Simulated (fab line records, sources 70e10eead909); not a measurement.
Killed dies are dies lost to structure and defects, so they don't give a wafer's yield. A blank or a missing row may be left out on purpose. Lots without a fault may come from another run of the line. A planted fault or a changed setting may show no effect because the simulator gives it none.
Which tool did it? | flow nand_harc | 7 lots, 21 wafers sampled, at 3 steps of a route of 1159

WHAT THE GAUGES READ, wafer by wafer
NHARC_A_CONTACT_INSPECT_71.
lot  | measured     | on                | raw_defect_count
L847 | day 17 02:20 | defect_inspect-01 | 27 20 27
L849 | day 17 21:35 | defect_inspect-01 | 8 17 13
L854 | day 18 08:01 | defect_inspect-01 | 34 26 18
L853 | day 18 23:13 | defect_inspect-02 | 29 25 27
L862 | day 20 20:23 | defect_inspect-02 | 1085 1102 1130
L865 | day 21 21:13 | defect_inspect-02 | 11 11 13
L863 | day 22 04:04 | defect_inspect-02 | 54 66 41

WHICH TOOL RAN EACH LOT (tool, then ch and the chambers of the sampled wafers, then the start)
lot  | NHARC_A_CONTACT_ETCH_123             | NHARC_A_CONTACT_DEP_57
L847 | har_cap_etch-03 ch 0,1, day 16 21:13 | acl_dep-01 ch 0, day 16 23:44
L849 | har_cap_etch-01 ch 0,1, day 17 16:58 | acl_dep-03 ch 0, day 17 18:49
L854 | har_cap_etch-02 ch 0,1, day 18 03:40 | acl_dep-01 ch 0, day 18 06:16
L853 | har_cap_etch-01 ch 0,1, day 18 18:52 | acl_dep-03 ch 0, day 18 20:41
L862 | har_cap_etch-02 ch 0,1, day 20 15:24 | acl_dep-02 ch 0, day 20 17:48
L865 | har_cap_etch-02 ch 0,1, day 21 16:50 | acl_dep-01 ch 0, day 21 19:13
L863 | har_cap_etch-02 ch 0,1, day 21 22:02 | acl_dep-01 ch 0, day 22 01:26
- NHARC_A_CONTACT_ETCH_123: etches the open film in C4F8/O2/Ar, time 253 s, target depth 1090 nm.
- NHARC_A_CONTACT_DEP_57: deposits aC, target thk 2800 nm.

THE ANSWER, worked out from the rows above alone
Rule: what is usual is taken from the lots themselves. Put in order of their means at a reading, lots are off if they are a third of the lots or fewer, leave a main group of 4 or more, and stand apart from it by a gap of 3 or more times the standard deviation of the main group's means; of several such gaps the widest counts. A main group whose means are all the same, to the digits that the tables above print for the reading, isn't used. A lot without any number at a reading at which 4 lots or more have one is off too. The other lots that the step has rows for count as sound.
Off: L862, at NHARC_A_CONTACT_INSPECT_71 (raw_defect_count). The main group: mean 26, standard deviation 14.
A tool fits if, at a process step before that reading, it ran every lot that is off, and no sound lot after the first of them. The gauges at NHARC_A_CONTACT_INSPECT_71 are tried like those tools. One fits: acl_dep-02 at NHARC_A_CONTACT_DEP_57. It ran no sound lot before its first lot that is off in this sample, so the start can't be narrowed down.

WHAT THE SIMULATOR HAD PUT IN
Chamber particle source: acl_dep-02, from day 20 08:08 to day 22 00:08, at NHARC_A_CONTACT_DEP_57. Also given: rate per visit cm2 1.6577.
Lots struck among those shown: L862. The rule above found the same.
